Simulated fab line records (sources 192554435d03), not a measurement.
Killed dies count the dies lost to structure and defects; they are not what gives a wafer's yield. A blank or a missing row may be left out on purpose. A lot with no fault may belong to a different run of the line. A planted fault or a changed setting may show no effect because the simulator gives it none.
Comparing a struck lot with a sound one    flow n5-finfet    37 steps out of a route of 1938
Sound: wafers L225.1, L225.3, L225.4. Struck: wafers L236.4, L236.6 (left out: L236.5, a lot-mate that was not struck); the cause follows at the end.
Order at every step that has rows: each side's tool, ch and its chambers, its first start. Under that, the readings that differ: sound wafers    struck wafers    difference of the means    sigmas: that difference in standard deviations of wafers without a fault.
alike: readings with means less than 2 such deviations apart, plus words and numbers identical on both sides. not compared: withheld readings, readings lacking a value on some wafer, bounds such as >300 that could conceal the same value, and numbers that have no deviation in the record and whose values overlap.
A row with sigmas, a row that says differs or no value, or rows on one side alone: a step with any of these is where the two part. Non-overlapping numbers with no deviation appear without sigmas and do not part them. A reading missing from all wafers of one side parts the sides only when that side holds two or more wafers.

first, 8 steps without rows for these wafers: N5_BEOL_M3_ECD_50 (material Cu, target thk 300 nm); N5_BEOL_M3_ANNEAL_51 (time 90 s); N5_BEOL_M3_CMP_52 (polishes, stops on SiOC, t overpolish 6.8 s, target thk 40 nm); N5_BEOL_M3_PRE_CLEAN_60 (time 15 s); N5_BEOL_M3_CO_CAP_55 (material Co, precursor CCTBA/H2, target thk 2 nm, time 102.1 s); N5_BEOL_M3_PRE_CLEAN_56 (time 15 s); N5_BEOL_M3_DEP_57 (deposits SiCN from 3MS/NH3, target thk 8 nm, time 14 s); N5_BEOL_M4_ILD_DEP_00 (deposits SiOC from DEMS/O2, target thk 79 nm, time 15.3 s).
N5_BEOL_M4_PECVD_72: deposits SiO2 from TEOS/O2, target thk 16 nm, time 18 s.
  sound on pecvd-01 ch 0,1, day 9 23:56; struck on pecvd-01 ch 0,2, day 12 20:13
reading                                     sound       struck     difference  sigmas
model.SiO2_of_BEOL_M4_PECVD_72.thk-nm (nm)  16 16 16.4  22.2 21.8  +5.9        
  alike: chamber-pressure-Torr, heater-power-w, showerhead-plenum-p-Torr, throttle-valve-pct
then, 25 steps without rows for these wafers: N5_BEOL_M4_HM_DEP_02 (deposits TiN, target thk 20 nm); N5_BEOL_M4_COAT_61 (time 60 s, resist thk 60 nm); N5_BEOL_M4_COAT_62 (time 60 s, resist thk 12 nm); N5_BEOL_M4_COAT_73 (time 60 s, resist thk 5 nm); N5_BEOL_M4_COAT_05 (resist thk 30 nm); N5_BEOL_M4_EBR_07; N5_BEOL_M4_SOFTBAKE_06 (time 60 s); N5_BEOL_M4_EXPOSE_08 (exposes mask M4); N5_BEOL_M4_PEB_09 (peb time 60 s); N5_BEOL_M4_DEVELOP_10 (develop time 30 s); N5_BEOL_M4_DESCUM_16 (chemistry O2, time 7 s); N5_BEOL_M4_ETCH_74 (etches underlayer in N2/H2, target depth 6.5 nm, time 5.2 s); N5_BEOL_M4_ETCH_63 (etches SiARC in CF4, target depth 15.6 nm, time 26 s); N5_BEOL_M4_ETCH_64 (etches SOC in N2/H2, target depth 75 nm, overetch 22.5 nm, time 121.9 s); N5_BEOL_M4_STRIP_65 (strips in N2/H2); N5_BEOL_M4_STRIP_75 (strips in N2/H2); N5_BEOL_M4_STRIP_66 (strips in CF4); N5_BEOL_M4_HM_OPEN_17 (chemistry Cl2/BCl3, target TiN, target depth 20 nm, overetch 6 nm); N5_BEOL_M4_STRIP_19 (strips in O2); N5_BEOL_M4_COAT_67 (time 60 s, resist thk 60 nm); N5_BEOL_M4_COAT_68 (time 60 s, resist thk 12 nm); N5_BEOL_M4_COAT_76 (time 60 s, resist thk 5 nm); N5_BEOL_M4_COAT_22 (resist thk 30 nm); N5_BEOL_M4_EBR_24; N5_BEOL_M4_SOFTBAKE_23 (time 60 s).
N5_BEOL_M4_HM_STRIP_39: strips TiN in peroxide tin strip, target depth 25 nm, time 158 s.
  sound on wet-bench-06 ch 1,2,3, day 10 13:07; struck on wet-bench-06 ch 2,6, day 13 01:34
reading                                     sound         struck   difference  sigmas
model.SiO2_of_BEOL_M4_PECVD_72.thk-nm (nm)  16 15.8 16.2  22 21.8  +6          
N5_BEOL_M4_CMP_52: polishes, stops on SiOC, t overpolish 6.8 s, target thk 40 nm.
  sound on cmp-04 ch 0,1,3, day 10 17:16; struck on cmp-02 ch 1,3, day 13 05:57
reading                       sound           struck     difference  sigmas
barrier-field-endpoint-s (s)  24.0 24.2 24.5  31.5 31.3  +7.2        +12
  alike: motor-current-A
N5_BEOL_M4_RC_MEAS_101:
  sound on prober-02 ch 0, day 10 17:52; struck on prober-01 ch 0, day 13 06:58
reading        sound           struck     difference  sigmas
DIBL_P (mV/V)  33.3 36.2 33.6  40.2 36.4  +3.9        +2
  alike: DIBL_N, IOFF_N, IOFF_P, ION_N, ION_P, SS_N, SS_P, VT_N, VT_P

## WHERE THEY PART
First at N5_BEOL_M4_CMP_52; last, within this record, at N5_BEOL_M4_RC_MEAS_101.

WHY: what the simulator had put in
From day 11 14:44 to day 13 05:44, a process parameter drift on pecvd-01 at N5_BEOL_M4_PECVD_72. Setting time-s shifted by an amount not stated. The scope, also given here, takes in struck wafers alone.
